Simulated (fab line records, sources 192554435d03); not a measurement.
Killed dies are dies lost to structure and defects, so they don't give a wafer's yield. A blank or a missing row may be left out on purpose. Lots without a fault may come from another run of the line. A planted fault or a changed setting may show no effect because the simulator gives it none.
Problem report in the 8D (eight disciplines) form, filled by code | flow n5_finfet | the parts of the form that need people (team, actions taken, sign-off) are left out

1. THE PROBLEM
RS_NWELL at N5_BEOL_M4_RC_MEAS_101 reads a mean of 1290 ohm/sq on 6 wafers of 2 lots; wafers without a fault read 1037 ohm/sq with a standard deviation of 7.8. That is +32 standard deviations from the usual mean.
First seen on wafer L519.1, day 12 23:56, on prober-01. The record holds 30 wafers of 10 lots with a number at this step. Rule for "out", or "out of limits": more than 4 standard deviations from the usual mean. The other wafers with a number count as sound.

2. WHAT IT IS AND WHAT IT IS NOT
question                    | is                     | is not
which readings at this step | RS_NWELL               | DIBL_N, DIBL_P, IOFF_N, IOFF_P, ION_N, SS_P, VT_N, VT_P
which lots                  | L519, L520             | L506, L507, L509, L510, L513, L521, L525, L527
which wafers of those lots  | all that have a number | -
read on which gauges        | prober-01, prober-02   | -
when                        | from day 12 23:56      | up to then (15 sound wafers); but 9 sound wafers of L521, L525, L527 came after

3. SUSPECTS, AND WHAT RULES EACH OUT
Counting: a tool at a process step up to the reading stays a suspect if it ran every lot that is out and no sound lot after the first of them.
- the gauge at N5_BEOL_M4_RC_MEAS_101: ruled out. The wafers that are out were read on 2 gauges (prober-01, prober-02).
- rie_diel-01 at N5_ZERO_LAYER_ETCH_17 (etches SiO2 in CF4, target depth 12 nm, time 13.3 s): ruled out as a lasting fault. Sound lots L525 ran on it after its first lot that is out, L519 (day 5 06:58).
- implanter-01 at N5_WELL_APT_IMPLANT_14: kept. It ran every lot that is out, first L519 (day 5 08:25), and no sound lot after that; its last sound lot up to then is L509 (day 2 20:13). Its own readings are out on those wafers: beam_energy_keV.
Left after counting: implanter-01 at N5_WELL_APT_IMPLANT_14.

4. THE CAUSE (what the simulator had put in)
Process parameter drift: implanter-01, from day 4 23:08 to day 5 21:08, at N5_WELL_APT_IMPLANT_14. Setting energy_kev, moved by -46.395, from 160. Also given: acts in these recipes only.
Counting left only this tool.

5. THE CHAIN OF EFFECTS, in route order
Each row: a reading whose mean over the struck wafers that have a number lies more than 3 standard deviations from the usual. Only readings for which the record gives a usual standard deviation are gone through. hours: the time from each lot's start at the first step in this table that gives one to its start at this step, as a median over the lots. sigmas: the change in usual standard deviations.
hours | step                   | reading         | usual       | on struck wafers | change | sigmas
0     | N5_WELL_APT_IMPLANT_14 | beam_energy_keV | 160.00      | 113.66           | -46.34 | -99 or more
203   | N5_BEOL_M4_RC_MEAS_101 | RS_NWELL        | 1037 ohm/sq | 1290             | +253   | +32
The process steps in it:
- N5_WELL_APT_IMPLANT_14

6. WHAT WOULD HAVE CAUGHT IT SOONER
In this record the first reading out of limits at a measuring or inspecting step was taken at day 12 23:56, 193 hours after the fault began at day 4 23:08.
The tool's own readings at N5_WELL_APT_IMPLANT_14 were out on every struck wafer that the step has a row for (beam_energy_keV): an alarm limit on them would have fired on the first of those.
All the lots that are out (2) had begun N5_WELL_APT_IMPLANT_14 on implanter-01 by day 12 23:56. A hold on the tool at that time would have spared none of them.
